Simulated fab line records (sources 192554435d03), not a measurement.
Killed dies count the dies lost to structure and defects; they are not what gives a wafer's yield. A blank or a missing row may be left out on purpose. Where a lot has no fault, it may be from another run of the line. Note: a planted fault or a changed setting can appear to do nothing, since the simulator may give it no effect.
fab line records	flow n5-finfet
record: lots: 10	wafers: 25	last-day: 17
route steps=1938 shown PMOS_HMC_CHANNEL_EPI@82 FIN_SAQP@98 BEOL_M4@1111 PASSIVATION@1936
lots that met no fault: taken from a fault-free run of the same line
start-h: start of the lot's first displayed wafer, in hours after the record's first day	wait-h: how many hours have passed since the lot's step before this one	" same as the row above	L1.1+2: one row covering several wafers at once	- no value, or no start was given	* or withheld: withheld	< > ~ a bound
route shown NAME@n: a module of which the file shows steps, and the number in the route of the first	usual: the fault-free wafers' mean and standard deviation	same: alike in all rows	chamber/n: place in a boat	sites: each site's reading	_std_site: standard deviation of those values	_edge_site: inner sites' mean taken away from outer sites' mean	radius-mm: how far each site lies from the wafer's centre	mask NAME#n: copy n	behind: the most recent tool/chamber to have shaped the wafer	hold: the reason the lot was held/the length of the hold in hours/how it ended	device: transistor that didn't switch, given as n, p or np	end of line: the route-end tests of the same wafers	where a step has no rows: the recipe by itself	killed: not the wafer's yield, but the dies lost to structure and defects at the first sort	map: a wafer's dies, marking killed ones x, the rest . and places with no die _
set.NAME: the setting as run; set.NAME@STEP: as run at that earlier step	model.NAME: the simulator's own value behind a step, which no gauge read
the route's steps for a sample of lots (tables are steps, rows are wafers)
services: the hour from which a tool's chamber was out of use, counted from the record's first day as start-h (under 0 if before that day), plus the number of hours and why
== steps ==
step: N5_PMOS_HMC_CHANNEL_EPI_THK_MEAS_22
recipe: reads: SiGe30_of_PMOS_HMC_CHANNEL_EPI_EPI_20
usual: HMC_CMP_THK: 54.1/0.81
lot.wafer	tool	chamber	start-h	wait-h	HMC_CMP_THK[nm]
L133.1	film-metro-02	-	31.41	-	52.6
L133.3	"	-	"	"	55.2
L137.1	film-metro-02	-	55.68	-	55.4
L137.2	"	-	"	"	52.5
L137.6	"	-	"	"	52.5
L140.4	film-metro-02	-	74.15	-	55.2
L140.5	"	-	"	"	54.7
L140.6	"	-	"	"	53.5
L141.2	film-metro-01	-	79.82	-	54.9
L141.4	"	-	"	"	52.9
L141.5	"	-	"	"	52.7
L142.1	film-metro-01	-	85.33	-	53.9
L142.3	"	-	"	"	53.4
L142.6	"	-	"	"	52.4
L149.3	film-metro-02	-	128.15	-	54.3
L149.4	"	-	"	"	53.6
L150.3	film-metro-01	-	133.52	-	54.6
L150.4	"	-	"	"	54.1
L150.5	"	-	"	"	52.2
L151.2	film-metro-02	-	139.71	-	53.5
L151.5	"	-	"	"	55.3
L152.4	film-metro-02	-	145.57	-	52.2
L152.6	"	-	"	"	54.1
L153.3	film-metro-02	-	151.40	-	55.0
L153.6	"	-	"	"	54.4
step: N5_FIN_SAQP_PECVD_47
recipe: material: a-Si	target-thk-a: 450	temp-c: 400	precursor: SiH4/He	pressure-torr: 3	rf-w: 100	time-s: 36.3
usual: heater-power-w: 787/83	showerhead-plenum-p-Torr: 5.67/0.045	throttle-valve-pct: 18.3/0.67
lot.wafer	tool	chamber	start-h	wait-h	heater-power-w	showerhead-plenum-p-Torr	throttle-valve-pct
L133.1	pecvd-04	0	33.06	0.0	764	5.63	17.9
L133.3	"	1	"	"	811	5.64	18.5
L137.1	pecvd-03	1	57.81	0.0	947	5.70	18.4
L137.2	"	0	"	"	901	5.63	19.0
L137.6	"	0	"	"	894	5.65	19.4
L140.4	pecvd-02	0	75.36	0.1	765	5.60	19.0
L140.5	"	1	"	"	728	5.68	18.8
L140.6	"	2	"	"	815	5.72	17.9
L141.2	pecvd-04	1	81.34	0.0	745	5.63	18.6
L141.4	"	2	"	"	706	5.70	18.2
L141.5	"	0	"	"	872	5.60	17.8
L142.1	pecvd-04	1	86.73	0.0	809	5.63	18.4
L142.3	"	0	"	"	808	5.63	17.7
L142.6	"	0	"	"	822	5.63	17.7
L149.3	pecvd-02	1	129.39	0.0	709	5.67	19.1
L149.4	"	1	"	"	719	5.68	18.9
L150.3	pecvd-02	0	134.69	0.0	766	5.59	18.9
L150.4	"	0	"	"	774	5.59	19.1
L150.5	"	2	"	"	864	5.74	17.7
L151.2	pecvd-04	1	140.85	0.0	738	5.64	18.6
L151.5	"	0	"	"	747	5.61	18.0
L152.4	pecvd-04	1	146.73	0.1	750	5.64	18.6
L152.6	"	2	"	"	749	5.68	18.1
L153.3	pecvd-04	0	152.74	0.0	777	5.63	18.1
L153.6	"	2	"	"	716	5.71	18.3
step: N5_FIN_SAQP_CD_MEAS_16
recipe: target-cd-nm: 35.6	landing-energy-ev: 500	detector: se-inlens
usual: cd-nm: 35.4/0.33
lot.wafer	tool	chamber	start-h	wait-h	cd-nm
L133.1	cd-sem-03	0	33.59	-	36.0
L133.3	"	0	"	"	35.7
L137.1	cd-sem-01	0	58.46	-	35.5
L137.2	"	0	"	"	35.2
L137.6	"	0	"	"	35.7
L140.4	cd-sem-02	0	76.00	-	35.7
L140.5	"	0	"	"	35.9
L140.6	"	0	"	"	35.3
L141.2	cd-sem-01	0	81.88	-	35.8
L141.4	"	0	"	"	35.0
L141.5	"	0	"	"	35.5
L142.1	cd-sem-02	0	87.26	-	35.7
L142.3	"	0	"	"	35.0
L142.6	"	0	"	"	35.2
L149.3	cd-sem-01	0	129.93	-	35.4
L149.4	"	0	"	"	34.8
L150.3	cd-sem-02	0	135.23	-	35.6
L150.4	"	0	"	"	35.2
L150.5	"	0	"	"	35.4
L151.2	cd-sem-03	0	141.38	-	35.1
L151.5	"	0	"	"	35.6
L152.4	cd-sem-01	0	147.37	-	35.2
L152.6	"	0	"	"	35.1
L153.3	cd-sem-03	0	153.27	-	35.9
L153.6	"	0	"	"	35.1
step: N5_FIN_SAQP_HM_OPEN_73
recipe: chemistry: CHF3/O2	target: SiO2	stop-on: a-Si	target-depth-a: 120	over-etch-frac: 1.8	mask-material: SOC	time-s: 16.8	pressure-mtorr: 30	source-w: 650	bias-w: 170	Ar_flow_sccm: 200	CHF3_flow_sccm: 50	O2_flow_sccm: 5	ion-energy-ev: 200	ends: end-point
usual: CHF3_flow_sccm: 50.02/0.15	O2_flow_sccm: 4.999/0.015	drypump-motor-current-A: 5.7/0.42	oes_o_777_au: 0.82/0.095	oes-product-au: 0.49/0.056	rf-vpp-V: 525/12	showerhead-plenum-p-Torr: 2.45/0.075	throttle-valve-pct: 18.74/0.27
lot.wafer	tool	chamber	start-h	wait-h	CHF3_flow_sccm	O2_flow_sccm	drypump-motor-current-A	oes_o_777_au	oes-product-au	rf-hours-counter-h	rf-vpp-V	showerhead-plenum-p-Torr	throttle-valve-pct
L133.1	rie-diel-02	2	33.89	0.0	50.14	4.987	5.6	0.73	0.42	194	526	2.39	18.87
L133.3	"	1	"	"	49.84	4.994	5.7	0.70	0.43	204	536	2.48	18.75
L137.1	rie-diel-02	3	58.76	0.0	49.89	4.992	4.9	0.90	0.53	39	517	2.46	18.42
L137.2	"	2	"	"	50.00	5.008	5.6	0.73	0.43	201	529	2.39	18.86
L137.6	"	0	"	"	49.84	4.999	6.4	0.68	0.42	-	522	2.39	19.37
L140.4	rie-diel-03	0	76.40	0.0	-	-	-	-	-	-	-	-	-
L140.5	"	3	"	"	-	-	-	-	-	-	-	-	-
L140.6	"	1	"	"	-	-	-	-	-	-	-	-	-
L141.2	rie-diel-03	3	82.36	0.0	-	-	-	-	-	-	-	-	-
L141.4	"	1	"	"	-	-	-	-	-	-	-	-	-
L141.5	"	3	"	"	-	-	-	-	-	-	-	-	-
L142.1	rie-diel-02	2	87.66	0.0	-	-	-	-	-	-	-	-	-
L142.3	"	1	"	"	-	-	-	-	-	-	-	-	-
L142.6	"	1	"	"	-	-	-	-	-	-	-	-	-
L149.3	rie-diel-02	2	130.22	0.0	49.93	5.016	5.6	0.71	0.41	231	528	2.38	18.92
L149.4	"	0	"	"	50.00	4.985	6.5	0.95	0.58	8	521	2.38	19.03
L150.3	rie-diel-03	3	135.52	0.0	49.99	4.994	5.6	0.86	0.52	39	551	2.45	18.57
L150.4	"	2	"	"	49.82	4.976	5.5	0.93	0.55	22	511	2.55	18.90
L150.5	"	3	"	"	49.82	5.002	5.6	0.87	0.52	-	550	2.45	18.57
L151.2	rie-diel-03	0	141.68	0.0	50.09	4.967	6.2	0.81	0.50	85	517	2.44	19.17
L151.5	"	1	"	"	49.93	4.989	5.6	0.98	0.57	-	511	2.54	18.54
L152.4	rie-diel-03	3	147.66	0.0	50.11	4.959	5.6	0.85	0.52	43	550	2.45	18.58
L152.6	"	3	"	"	49.97	4.983	5.6	0.85	0.51	-	552	2.45	18.58
L153.3	rie-diel-03	0	154.05	0.0	50.19	5.027	6.1	0.80	0.49	89	516	2.44	19.16
L153.6	"	2	"	"	49.97	4.988	5.5	0.92	0.54	-	511	2.54	18.90
step: N5_FIN_SAQP_MANDREL_ETCH_22
recipe: target-depth-a: 600	chemistry: HBr/Cl2	target: a-Si	stop-on: SiNx	bt-time-s: 10	over-etch-frac: 0.5	time-s: 30	pressure-mtorr: 10	icp-w: 800	bias-w: 75	HBr_flow_sccm: 150	Cl2_flow_sccm: 80	ends: end-point
usual: drypump-motor-current-A: 5.95/0.28	oes-product-au: 0.771/0.014	throttle-valve-pct: 35.35/0.27
lot.wafer	tool	chamber	start-h	wait-h	drypump-motor-current-A	oes-product-au	rf-hours-counter-h	throttle-valve-pct
L133.1	rie-si-04	0	33.97	0.0	4.86	0.769	163	34.61
L133.3	"	1	"	"	5.72	0.773	195	35.08
L137.1	rie-si-06	3	58.85	0.0	6.04	0.767	16	35.71
L137.2	"	1	"	"	5.50	0.770	134	35.57
L137.6	"	2	"	"	6.09	0.782	-	35.20
L140.4	rie-si-02	2	76.46	0.0	5.79	0.303	113	36.53
L140.5	"	2	"	"	5.80	0.307	-	36.53
L140.6	"	1	"	"	6.06	0.313	-	36.39
L141.2	rie-si-02	2	82.44	0.0	5.80	0.310	113	36.53
L141.4	"	1	"	"	6.03	0.307	81	36.38
L141.5	"	0	"	"	6.29	0.310	-	36.21
L142.1	rie-si-06	2	87.74	0.0	6.10	0.314	42	36.16
L142.3	"	0	"	"	6.25	0.294	54	35.79
L142.6	"	3	"	"	6.03	0.302	-	36.71
L149.3	rie-si-02	2	130.30	0.0	5.79	0.758	114	35.58
L149.4	"	0	"	"	6.25	0.772	84	35.26
L150.3	rie-si-06	1	135.60	0.0	5.54	0.745	136	35.59
L150.4	"	3	"	"	6.01	0.769	17	35.72
L150.5	"	1	"	"	5.55	0.749	-	35.58
L151.2	rie-si-02	0	141.76	0.0	6.24	0.780	84	35.26
L151.5	"	3	"	"	5.69	0.784	-	35.47
L152.4	rie-si-02	1	147.75	0.0	6.07	0.786	82	35.40
L152.6	"	3	"	"	5.73	0.790	-	35.46
L153.3	rie-si-02	1	154.15	0.0	6.06	0.790	83	35.41
L153.6	"	0	"	"	6.29	0.785	-	35.25
step: N5_FIN_SAQP_CD_MEAS_27
recipe: target-cd-nm: 20	landing-energy-ev: 1000	detector: se-inlens	polarity: line
usual: cd-nm: 20.29/0.24
lot.wafer	tool	chamber	start-h	wait-h	cd-nm
L133.1	cd-sem-03	0	36.05	0.1	20.18
L133.3	"	0	"	"	20.57
L137.1	cd-sem-02	0	60.66	0.1	19.71
L137.2	"	0	"	"	20.55
L137.6	"	0	"	"	20.68
L140.4	cd-sem-02	0	78.22	0.1	-
L140.5	"	0	"	"	-
L140.6	"	0	"	"	-
L141.2	cd-sem-03	0	85.93	0.1	-
L141.4	"	0	"	"	-
L141.5	"	0	"	"	-
L142.1	cd-sem-02	0	91.13	0.1	-
L142.3	"	0	"	"	-
L142.6	"	0	"	"	-
L149.3	cd-sem-03	0	132.15	0.1	20.64
L149.4	"	0	"	"	20.07
L150.3	cd-sem-02	0	137.34	0.1	20.15
L150.4	"	0	"	"	19.94
L150.5	"	0	"	"	20.48
L151.2	cd-sem-03	0	143.90	0.1	20.42
L151.5	"	0	"	"	20.38
L152.4	cd-sem-01	0	149.81	0.1	20.29
L152.6	"	0	"	"	20.19
L153.3	cd-sem-03	0	156.01	0.1	20.09
L153.6	"	0	"	"	19.93
step: N5_BEOL_M4_RC_MEAS_101
usual: DIBL_N: 36.3/1.6	DIBL_P: 36.2/2	IOFF_N: 0.160/0.028	IOFF_P: 0.21/0.036	ION_N: 677/11	ION_P: 465/6.9	SS_N: 71.5/0.55	SS_P: 73.3/0.64	VT_N: 250/3	VT_P: -250/3.5
lot.wafer	tool	chamber	start-h	wait-h	DIBL_N[mV/V]	DIBL_P[mV/V]	IOFF_N[nA/um]	IOFF_P[nA/um]	ION_N[uA/um]	ION_P[uA/um]	SS_N[mV/dec]	SS_P[mV/dec]	VT_N[mV]	VT_P[mV]
L133.1	prober-01	0	172.22	0.0	32.7	32.0	0.112	0.15	668	454	70.4	72.0	253	-257
L133.3	"	0	"	"	35.3	35.6	0.149	0.19	671	462	71.5	72.9	249	-253
L137.1	prober-01	0	204.48	0.0	37.1	36.7	0.159	0.21	679	467	72.0	73.0	250	-252
L137.2	"	0	"	"	37.2	35.5	0.166	0.20	671	459	72.2	72.8	247	-250
L137.6	"	0	"	"	36.6	35.7	0.150	0.19	683	461	71.2	72.2	249	-250
L150.3	prober-02	0	280.67	0.3	35.7	34.2	0.147	0.22	666	458	71.0	72.6	250	-248
L150.4	"	0	"	"	38.5	38.1	0.206	0.27	692	471	72.0	74.1	245	-246
L150.5	"	0	"	"	37.5	35.7	0.178	0.23	697	476	71.6	73.1	249	-250
L149.3	prober-01	0	280.76	0.3	36.1	36.7	0.142	0.19	666	457	71.4	73.5	254	-251
L149.4	"	0	"	"	34.9	35.5	0.133	0.18	673	463	71.2	72.8	252	-251
L151.2	prober-01	0	300.23	0.2	33.4	31.5	0.118	0.16	669	455	71.0	72.4	252	-255
L151.5	"	0	"	"	32.2	30.3	0.107	0.15	668	461	69.9	72.7	255	-254
L152.4	prober-02	0	300.57	0.5	34.3	34.8	0.135	0.20	665	463	71.1	73.0	251	-249
L152.6	"	0	"	"	34.5	34.4	0.128	0.18	665	462	70.9	73.1	253	-252
L153.3	prober-01	0	306.05	0.3	36.7	35.4	0.172	0.21	682	463	71.5	73.3	247	-250
L153.6	"	0	"	"	35.5	34.4	0.151	0.20	684	465	71.0	73.7	246	-248
step: N5_PASSIVATION_PROBE_49
usual: defect-limited-yield: 91.2/1.5	killed_at_M0_to_M3: 36/10	killed_at_M4_up: 13/6	killed-at-contacts: 11/5.2	killed-at-front-end: 40/11	killed-at-other: 3.1/2.9	killed-dies: 104/17	killed-on-rim: 14/3.6	killed-open: 66/12	killed-short: 34/7.7	sort_bin_5_function: 5.1/0.91	sort_bin_6_memory: 3.2/0.67	sort-n-pass: 1076/17	sort-yield-pct: 91.2/1.5
same: gross-dies: 1180	killed-at-back-side: 0	sort_bin_4_leakage[%]: 0	sort_bin_8_speed[%]: 0
lot.wafer	tool	chamber	start-h	wait-h	defect-limited-yield[%]	killed_at_M0_to_M3	killed_at_M4_up	killed-at-contacts	killed-at-front-end	killed-at-other	killed-dies	killed-on-rim	killed-open	killed-short	sort_bin_5_function[%]	sort_bin_6_memory[%]	sort-n-pass	sort-yield-pct[%]
L133.1	prober-01	-	282.10	0.0	92.6	24	8	11	42	2	87	13	62	25	4.7	2.4	1093	92.6
L133.3	prober-01	-	282.20	0.1	92.5	35	8	8	31	6	88	12	49	36	4.3	2.8	1092	92.5
L137.1	prober-02	-	302.56	0.0	88.6	46	12	16	51	9	134	12	76	52	6.4	4.2	1046	88.6
L137.2	prober-02	-	302.61	0.1	91.0	32	11	22	38	3	106	14	69	34	5.7	3.2	1074	91.0
L137.6	prober-02	-	302.81	0.3	90.7	42	15	10	43	0	110	13	65	42	5.2	3.7	1070	90.7
L141.2	prober-02	-	340.00	0.1	0	48	9	7	1116	0	1180	152	75	35	97.2	2.6	0	0
L141.4	prober-02	-	340.10	0.2	0	46	7	13	1114	0	1180	152	68	33	96.7	3.1	0	0
L141.5	prober-02	-	340.15	0.2	0	41	4	7	1124	4	1180	152	58	29	96.8	3.0	0	0
L142.1	prober-02	-	344.51	0.0	0	58	11	4	1105	2	1180	152	71	42	96.3	3.6	0	0
L142.3	prober-02	-	344.61	0.1	0	34	14	24	1106	2	1180	152	72	37	96.8	3.0	0	0
L142.6	prober-02	-	344.76	0.3	0	40	10	11	1117	2	1180	152	56	36	97.8	2.0	0	0
L140.4	prober-02	-	348.82	0.2	0	42	8	8	1121	1	1180	152	60	50	96.6	2.9	0	0
L140.5	prober-02	-	348.87	0.2	0	48	15	15	1096	6	1180	152	67	41	96.0	3.7	0	0
L140.6	prober-02	-	348.92	0.3	0	52	18	9	1096	5	1180	152	77	32	96.3	3.5	0	0
L149.4	prober-01	-	388.82	0.2	93.2	28	8	10	33	1	80	11	51	26	3.9	2.7	1100	93.2
L150.3	prober-02	-	389.76	0.1	90.0	36	19	17	43	3	118	21	79	30	5.3	3.9	1062	90.0
L150.4	prober-02	-	389.81	0.2	90.0	34	22	9	53	0	118	16	79	36	6.8	3.1	1062	90.0
L150.5	prober-02	-	389.86	0.2	90.4	28	19	12	52	2	113	16	67	40	5.2	3.6	1067	90.4
L152.6	prober-02	-	403.27	0.3	91.2	34	18	8	44	0	104	16	71	24	4.9	2.7	1076	91.2
L151.2	prober-01	-	403.92	0.1	88.7	38	25	20	50	0	133	18	91	38	7.0	4.0	1047	88.7
L151.5	prober-01	-	404.07	0.2	90.8	32	21	2	49	5	109	15	73	32	5.1	3.9	1071	90.8
L153.3	prober-02	-	417.38	0.1	93.0	26	14	2	39	2	83	12	48	34	3.9	2.8	1097	93.0
L153.6	prober-02	-	417.53	0.3	91.2	27	12	11	50	4	104	11	66	37	5.3	3.0	1076	91.2
killed by level:class
L133.1 FIN_SAQP:geometric-particle:open=16 MOL_CONTACT_COAG:geometric-particle:open=8 BEOL_M0_SAQP:geometric-particle:open=8 STI_FIN_REVEAL:geometric-particle:open=7 BEOL_M1:geometric-particle:open=7 FIN_SAQP:geometric-particle:short=4 BEOL_M3:geometric-particle:open=4 STARTING-WAFER:geometric-particle:short=4
L133.3 BEOL_M0_SAQP:geometric-particle:open=9 FIN_SAQP:geometric-particle:open=8 BEOL_M0:geometric-particle:short=8 MOL_CONTACT_COAG:geometric-particle:open=5 BEOL_M0_SAQP:geometric-particle:short=5 FIN_SAQP:geometric-particle:short=4 BEOL_M1:geometric-particle:open=4 STI_FIN_REVEAL:geometric-particle:open=4
L137.1 BEOL_M0_SAQP:geometric-particle:short=16 BEOL_M0_SAQP:geometric-particle:open=11 FIN_SAQP:geometric-particle:short=10 STI_FIN_REVEAL:geometric-particle:open=10 MOL_CONTACT_COAG:geometric-particle:open=9 GATE_CUT:geometric-particle:short=8 BEOL_M0:geometric-particle:open=7 DUMMY_GATE:geometric-particle:open=6
L137.2 MOL_CONTACT_COAG:geometric-particle:open=20 FIN_SAQP:geometric-particle:short=10 STI_FIN_REVEAL:geometric-particle:open=9 BEOL_M2:geometric-particle:open=7 BEOL_M0_SAQP:geometric-particle:open=7 BEOL_M0_SAQP:geometric-particle:short=7 STI_FIN_REVEAL:geometric-particle:short=3 DUMMY_GATE:geometric-particle:short=3
L137.6 FIN_SAQP:geometric-particle:short=12 BEOL_M0_SAQP:geometric-particle:short=11 MOL_CONTACT_COAG:geometric-particle:open=10 BEOL_M0_SAQP:geometric-particle:open=9 BEOL_M1:geometric-particle:open=8 STI_FIN_REVEAL:geometric-particle:open=6 BEOL_M3:geometric-particle:open=6 BEOL_M4:geometric-particle:open=5
L141.2 FIN_SAQP:area-open=1066 DUMMY_GATE:geometric-particle:open=10 BEOL_M0_SAQP:geometric-particle:open=10 GATE_CUT:geometric-particle:short=10 BEOL_M0_SAQP:geometric-particle:short=10 BEOL_M1:geometric-particle:open=10 BEOL_M3:geometric-particle:open=9 STI_FIN_REVEAL:geometric-particle:open=7
L141.4 FIN_SAQP:area-open=1076 BEOL_M0_SAQP:geometric-particle:open=12 MOL_CONTACT_COAG:geometric-particle:open=9 DUMMY_GATE:geometric-particle:open=8 STI_FIN_REVEAL:geometric-particle:open=7 BEOL_M0_SAQP:geometric-particle:short=7 BEOL_M2:geometric-particle:open=6 GATE_CUT:geometric-particle:short=5
L141.5 FIN_SAQP:area-open=1093 BEOL_M1:geometric-particle:open=10 BEOL_M2:geometric-particle:open=8 BEOL_M0_SAQP:geometric-particle:open=7 MOL_CONTACT_COAG:geometric-particle:open=6 STI_FIN_REVEAL:geometric-particle:open=5 DUMMY_GATE:geometric-particle:open=5 GATE_CUT:geometric-particle:short=5
L142.1 FIN_SAQP:area-open=1067 BEOL_M0_SAQP:geometric-particle:open=20 BEOL_M0_SAQP:geometric-particle:short=15 FIN_SAQP:geometric-particle:short=12 STARTING-WAFER:geometric-particle:open=8 BEOL_M1:geometric-particle:open=7 STI_FIN_REVEAL:geometric-particle:open=6 BEOL_M5:geometric-particle:open=6
L142.3 FIN_SAQP:area-open=1069 MOL_CONTACT_COAG:geometric-particle:open=15 BEOL_M0_SAQP:geometric-particle:short=11 FIN_SAQP:geometric-particle:open=9 MOL_CONTACT_COAG:geometric-particle:short=9 BEOL_M0_SAQP:geometric-particle:open=8 FIN_SAQP:geometric-particle:short=7 BEOL_M3:geometric-particle:open=6
L142.6 FIN_SAQP:area-open=1087 BEOL_M0_SAQP:geometric-particle:short=15 BEOL_M0_SAQP:geometric-particle:open=10 STI_FIN_REVEAL:geometric-particle:open=8 BEOL_M4:geometric-particle:open=8 MOL_CONTACT_COAG:geometric-particle:open=7 BEOL_M1:geometric-particle:open=6 STARTING-WAFER:geometric-particle:short=5
L140.4 FIN_SAQP:area-open=1069 FIN_SAQP:geometric-particle:short=17 FIN_SAQP:geometric-particle:open=14 BEOL_M0_SAQP:geometric-particle:short=14 BEOL_M0_SAQP:geometric-particle:open=9 BEOL_M2:geometric-particle:open=7 MOL_CONTACT_COAG:geometric-particle:open=7 STARTING-WAFER:geometric-particle:short=6
L140.5 FIN_SAQP:area-open=1068 BEOL_M0_SAQP:geometric-particle:short=18 MOL_CONTACT_COAG:geometric-particle:open=14 BEOL_M0_SAQP:geometric-particle:open=13 BEOL_M3:geometric-particle:open=8 FIN_SAQP:geometric-particle:short=7 BEOL_M1:geometric-particle:open=7 FIN_SAQP:geometric-particle:open=4
L140.6 FIN_SAQP:area-open=1071 BEOL_M0_SAQP:geometric-particle:open=16 BEOL_M0_SAQP:geometric-particle:short=14 BEOL_M3:geometric-particle:open=10 BEOL_M4:geometric-particle:open=10 FIN_SAQP:geometric-particle:open=7 MOL_CONTACT_COAG:geometric-particle:open=6 STI_FIN_REVEAL:geometric-particle:open=5
L149.4 FIN_SAQP:geometric-particle:open=12 FIN_SAQP:geometric-particle:short=12 MOL_CONTACT_COAG:geometric-particle:open=7 BEOL_M3:geometric-particle:open=7 BEOL_M2:geometric-particle:open=5 BEOL_M0_SAQP:geometric-particle:open=4 BEOL_M0_SAQP:geometric-particle:short=3 BEOL_M1:geometric-particle:open=3
L150.3 MOL_CONTACT_COAG:geometric-particle:open=12 FIN_SAQP:geometric-particle:open=10 BEOL_M4:geometric-particle:open=10 BEOL_M3:geometric-particle:open=8 BEOL_M0_SAQP:geometric-particle:open=6 HKMG_FIN:area-etch=6 ILD0:geometric-particle:open=5 MOL_CONTACT_COAG:geometric-particle:short=5
L150.4 FIN_SAQP:geometric-particle:open=13 BEOL_M2:geometric-particle:open=9 FIN_SAQP:geometric-particle:short=6 DUMMY_GATE:geometric-particle:open=6 ILD0:geometric-particle:open=6 MOL_CONTACT_COAG:geometric-particle:open=6 BEOL_M0_SAQP:geometric-particle:short=6 BEOL_M3:geometric-particle:open=6
L150.5 ILD0:geometric-particle:short=11 MOL_CONTACT_COAG:geometric-particle:open=11 FIN_SAQP:geometric-particle:open=9 FIN_SAQP:geometric-particle:short=9 BEOL_M4:geometric-particle:open=8 BEOL_M3:geometric-particle:open=8 BEOL_M1:geometric-particle:open=5 BEOL_M2:geometric-particle:open=5
L152.6 FIN_SAQP:geometric-particle:open=14 BEOL_M3:geometric-particle:open=11 BEOL_M4:geometric-particle:open=10 HKMG_FIN:area-etch=9 MOL_CONTACT_COAG:geometric-particle:open=8 BEOL_M0_SAQP:geometric-particle:open=8 FIN_SAQP:geometric-particle:short=7 BEOL_M0_SAQP:geometric-particle:short=6
L151.2 FIN_SAQP:geometric-particle:open=13 BEOL_M4:geometric-particle:open=13 MOL_CONTACT_COAG:geometric-particle:open=12 BEOL_M1:geometric-particle:open=12 FIN_SAQP:geometric-particle:short=11 MOL_CONTACT_COAG:geometric-particle:short=7 BEOL_M0_SAQP:geometric-particle:open=6 SPACER0:geometric-particle:open=5
L151.5 FIN_SAQP:geometric-particle:open=19 FIN_SAQP:geometric-particle:short=12 BEOL_M0_SAQP:geometric-particle:open=9 BEOL_M4:geometric-particle:open=9 BEOL_M0_SAQP:geometric-particle:short=5 BEOL_M1:geometric-particle:open=5 BEOL_M4:geometric-particle:short=5 BEOL_M3:geometric-particle:open=4
L153.3 FIN_SAQP:geometric-particle:open=10 BEOL_M3:geometric-particle:open=8 FIN_SAQP:geometric-particle:short=7 BEOL_M0_SAQP:geometric-particle:open=7 BEOL_M4:geometric-particle:open=6 GATE_CUT:geometric-particle:short=5 BEOL_M0_SAQP:geometric-particle:short=5 SPACER0:geometric-particle:short=3
L153.6 FIN_SAQP:geometric-particle:short=16 FIN_SAQP:geometric-particle:open=14 BEOL_M3:geometric-particle:open=10 MOL_CONTACT_COAG:geometric-particle:open=9 STI_FIN_REVEAL:geometric-particle:open=7 BEOL_M0_SAQP:geometric-particle:open=7 BEOL_M4:geometric-particle:open=5 STARTING-WAFER:geometric-particle:open=3
== services ==
tool	chamber	start-h	hours	kind
pecvd-02	2	9.38	1.9	repair
rie-diel-03	0	14.41	13.1	repair
rie-diel-03	3	31.01	-	clean
rie-diel-03	3	31.01	-	consumable-replace:focus-ring
rie-diel-03	3	31.01	20.5	scheduled-down
rie-diel-03	3	31.01	20.5	vent-cycle
rie-diel-03	2	51.54	-	clean
rie-diel-03	2	51.54	-	consumable-replace:focus-ring
rie-diel-03	2	51.54	-	consumable-replace:showerhead
rie-diel-03	2	51.54	30.8	scheduled-down
rie-diel-03	2	51.54	30.8	vent-cycle
pecvd-04	-	61.00	2.8	pm
pecvd-02	0	63.94	8.0	repair
rie-si-06	2	64.87	7.6	repair
rie-diel-03	-	65.45	0.9	repair
rie-si-04	2	66.32	3.5	repair
pecvd-04	-	72.54	5.5	pm
pecvd-03	-	73.61	0.9	repair
rie-diel-02	-	84.41	2.8	pm
pecvd-03	1	88.19	15.6	repair
rie-diel-03	1	96.15	-	clean
rie-diel-03	1	96.15	-	consumable-replace:focus-ring
rie-diel-03	1	96.15	-	consumable-replace:showerhead
rie-si-06	3	115.79	12.2	repair
== key ==
first-sign: step: N5_FIN_SAQP_HM_OPEN_73	reading: tool-record	direction: missing
effect: step: N5_FIN_SAQP_MANDREL_ETCH_22	reading: oes-product-au	direction: down	sigmas: 33	usual: 0.771	struck: 0.307
effect: step: N5_FIN_SAQP_CD_MEAS_27	reading: cd-nm	direction: missing
effect: step: N5_PASSIVATION_PROBE_49	reading: sort_bin_5_function	direction: up	sigmas: 99+	usual: 5.1	struck: 96.7
more-kills-born-at: N5_FIN_SAQP_HM_OPEN_73@rie-diel-03: 6443	N5_FIN_SAQP_HM_OPEN_73@rie-diel-02: 3223
met-at N5_FIN_SAQP_HM_OPEN_73
struck-lots L140,L141,L142
later-rows-left-out L140.4,L140.5,L140.6,L141.2,L141.4,L141.5,L142.1,L142.3,L142.6
not-acting-at N5_PMOS_HMC_CHANNEL_EPI_THK_MEAS_22,N5_FIN_SAQP_PECVD_47,N5_FIN_SAQP_CD_MEAS_16
onset-between 58.76 76.40
fault: kind: skipped-step-whole	tool: rie-diel-02,rie-diel-03	chamber: -	onset-h: 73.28	steps: N5_FIN_SAQP_HM_OPEN_73	scope: struck-lots-only
later-rows-left-out: the simulator's readings of these wafers behind a module that went badly wrong aren't trusted and aren't shown, but for the sort
